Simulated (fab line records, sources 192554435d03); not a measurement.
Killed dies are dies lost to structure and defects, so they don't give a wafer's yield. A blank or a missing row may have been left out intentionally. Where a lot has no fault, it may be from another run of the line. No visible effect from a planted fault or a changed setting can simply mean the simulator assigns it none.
Matching of chambers	flow n5Finfet	N5_FIN_SAQP_SPACER2_ALD_28 on aldSin-03 has 4 sister chambers
The step deposits SiO2, target thk 8.1 nm, pulse time 1 s, purge time 2 s. 8 wafers are shown with their chamber, then 9 later ones without.

## WAFERS PAIRED WITH THEIR CHAMBERS
wafer	chamber	heaterPowerW (W)	precursorPulseHeightRel
L082.2	0	468	0.963
L082.4	1	418	1.008
L082.5	3	542	0.986
L084.1	1	414	1.007
L084.2	0	468	1.003
L086.2	2	507	1.003
L086.4	3	528	1.017
L086.5	2	531	0.993

## WAFERS WHOSE CHAMBER IS MISSING
wafer	heaterPowerW (W)	precursorPulseHeightRel
L088.4	461	0.995
L088.5	417	1.005
L088.6	469	1.017
L090.2	531	0.978
L090.3	457	0.971
L090.5	472	0.985
L093.2	471	1.009
L093.3	506	0.973
L093.6	526	1.010

## THE CHAMBER EACH PASSED THROUGH
wafer	from the rows above	in truth
L088.4	0	0
L088.5	1	1
L088.6	0	0
L090.2	can't be placed: 3 or 2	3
L090.3	0	0
L090.5	0	0
L093.2	0	0
L093.3	can't be placed: 2 or 3 or 0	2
L093.6	can't be placed: 2 or 3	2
Correctly placed: 6 of 9. From these rows, 3 cannot be placed; in 3 the true chamber is one of the candidates. Placed wrongly: 0.
How it was worked out, from the rows above alone: a wafer's distance from a chamber is the root of the sum, over the readings, of the square of ((its reading less the chamber's mean) divided by the reading's scatter). If the next closest chamber is less than 2 further off than the closest, the wafer can't be placed; otherwise it belongs to the closest. The mean given for a chamber averages the wafers shown for that chamber. The scatter: the root of (the sum of the squares of (reading less its chamber's mean) over the shown wafers, divided by (wafers less chambers)).
